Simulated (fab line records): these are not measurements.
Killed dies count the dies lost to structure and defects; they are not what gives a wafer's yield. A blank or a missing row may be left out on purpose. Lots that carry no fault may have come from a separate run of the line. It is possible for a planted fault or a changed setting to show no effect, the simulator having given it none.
Which tool did it?	flow nand_harc	15 lots, 45 wafers sampled, at 4 steps of a route of 1159

== WHAT EACH GAUGE READ, for each wafer ==
NHARC_END_SORT_01.
lot	measured	on	killed_at_array	killed_at_other	killed_at_periphery	killed_dies	killed_open	killed_short
L491	day 22 08:10	prober-01	97 95 64	1 1 0	2 2 6	100 98 70	3 2 4	0 0 3
L493	day 22 09:09	prober-02	82 48 81	0 0 0	1 2 2	83 50 83	1 4 2	1 0 1
L494	day 23 12:03	prober-02	60 104 69	0 1 1	5 3 2	65 108 72	4 6 7	3 2 1
L497	day 23 22:05	prober-02	92 93 47	1 2 0	4 5 9	97 100 56	2 2 3	2 3 1

== EACH LOT AND THE TOOL THAT RAN IT (in order: tool; ch and the chambers of the sampled wafers; start) ==
lot	NHARC_A_WL_FILL_CVD_03	NHARC_THIN_TSV_DEP_43	NHARC_THIN_TSV_PVD_19
L480	cvd_w-02 ch 0,1, day 15 00:38	pecvd-01 ch 0,1,2, day 19 01:51	pvd_sputter-01, no start
L482	cvd_w-02 ch 0,1, day 15 08:47	pecvd-01 ch 0,1, day 19 05:22	pvd_sputter-01, no start
L481	cvd_w-02 ch 0,1, day 15 12:06	pecvd-01 ch 0,2, day 19 04:10	pvd_sputter-01, no start
L484	cvd_w-01 ch 0,1, day 15 16:23	pecvd-03 ch 0,1,2, day 19 11:43	pvd_sputter-02, no start
L486	cvd_w-01 ch 0,1, day 16 11:37	pecvd-01 ch 0,1,2, day 20 01:08	pvd_sputter-01, no start
L485	cvd_w-02 ch 0, day 16 13:02	pecvd-04 ch 0,1, day 20 17:58	pvd_sputter-01, no start
L487	cvd_w-01 ch 0,1, day 17 08:42	pecvd-01 ch 0,1,2, day 20 19:06	pvd_sputter-02, no start
L490	cvd_w-02 ch 0,1, day 17 11:42	pecvd-04 ch 0,1, day 21 01:22	pvd_sputter-02, no start
L488	cvd_w-01 ch 0,1, day 17 15:21	pecvd-04 ch 0,1,2, day 21 02:23	pvd_sputter-01, no start
L491	cvd_w-02 ch 0,1, day 18 04:14	pecvd-03 ch 0,2, day 21 15:28	pvd_sputter-01, day 22 08:10 or earlier
L493	cvd_w-02 ch 0,1, day 18 07:30	pecvd-04 ch 0, day 21 17:02	pvd_sputter-02, day 22 09:09 or earlier
L494	cvd_w-02 ch 0,1, day 18 21:25	pecvd-03 ch 0,1,2, day 22 21:37	pvd_sputter-03, day 23 12:03 or earlier
L497	cvd_w-02 ch 0,1, day 19 11:46	pecvd-01 ch 0,1, day 23 05:55	pvd_sputter-01, day 23 22:05 or earlier
L498	cvd_w-01 ch 0,1, day 19 13:27	pecvd-01 ch 0,1, day 23 04:34	pvd_sputter-02, no start
L502	cvd_w-01 ch 0,1, day 21 07:32	pecvd-03 ch 0,1,2, day 24 20:45	pvd_sputter-03, no start
- NHARC_A_WL_FILL_CVD_03: deposits W, target thk 40 nm, time 3302 s.
- NHARC_THIN_TSV_DEP_43: deposits SiO2, target thk 1328.5 nm.
- NHARC_THIN_TSV_PVD_19: deposits TaN, target thk 20 nm.

== AS READ BY THE TOOLS THEMSELVES (means over the sampled wafers that have a number; for cases with no such wafer, the mark the record gives instead) ==
NHARC_A_WL_FILL_CVD_03.
lot	tool	heater_power_w (W)	throttle_valve_pct (%)
L480	cvd_w-02	542	7.82
L482	cvd_w-02	562	7.91
L481	cvd_w-02	538	7.84
L484	cvd_w-01	514	7.90
L486	cvd_w-01	486	7.72
L485	cvd_w-02	520	7.73
L487	cvd_w-01	504	7.88
L490	cvd_w-02	522	7.46
L488	cvd_w-01	515	7.88
L491	cvd_w-02	516	7.58
L493	cvd_w-02	519	7.45
L494	cvd_w-02	539	7.55
L497	cvd_w-02	518	7.74
L498	cvd_w-01	488	7.69
L502	cvd_w-01	495	7.75

NHARC_THIN_TSV_DEP_43.
lot	tool	showerhead_vpp_V (V)	throttle_valve_pct (%)
L480	pecvd-01	1833	15.8
L482	pecvd-01	1830	15.8
L481	pecvd-01	1777	15.6
L484	pecvd-03	1889	16.0
L486	pecvd-01	1837	15.8
L485	pecvd-04	1826	16.3
L487	pecvd-01	1839	15.7
L490	pecvd-04	1877	16.4
L488	pecvd-04	1787	16.0
L491	pecvd-03	1883	16.1
L493	pecvd-04	1795	16.2
L494	pecvd-03	1922	15.8
L497	pecvd-01	1767	16.1
L498	pecvd-01	1792	15.9
L502	pecvd-03	1911	15.9

NHARC_THIN_TSV_PVD_19.
lot	tool	throttle_valve_pct (%)
L480	pvd_sputter-01	29.9
L482	pvd_sputter-01	30.0
L481	pvd_sputter-01	29.8
L484	pvd_sputter-02	28.8
L486	pvd_sputter-01	30.1
L485	pvd_sputter-01	29.8
L487	pvd_sputter-02	28.8
L490	pvd_sputter-02	28.8
L488	pvd_sputter-01	30.7
L491	pvd_sputter-01	29.6
L493	pvd_sputter-02	28.6
L494	pvd_sputter-03	30.2
L497	pvd_sputter-01	29.5
L498	pvd_sputter-02	28.6
L502	pvd_sputter-03	30.0

== THE ANSWER, worked out from the rows above alone ==
Rule: usual is defined by the lots themselves. Put in order of their means at a reading, lots are off if they are a third of the lots or fewer, leave a main group of 4 or more, and stand apart from it by a gap of 3 or more times the standard deviation of the main group's means; of several such gaps the widest counts. If all means in a main group match to the digits the tables above print for the reading, that group is not used. A lot without any number at a reading at which 4 lots or more have one is off too. Where the step has rows for the other lots, those lots are counted as sound. Order of review: gauges by route order, followed by the tools' own readings, for which a lot's mean as printed above is used. At the first step where some lot is off, the reading lying furthest off is the one used; lots without a number count as furthest.
No lot is off on any of the readings shown, so nothing can be concluded from this.

== WHAT HAD BEEN PUT IN BY THE SIMULATOR ==
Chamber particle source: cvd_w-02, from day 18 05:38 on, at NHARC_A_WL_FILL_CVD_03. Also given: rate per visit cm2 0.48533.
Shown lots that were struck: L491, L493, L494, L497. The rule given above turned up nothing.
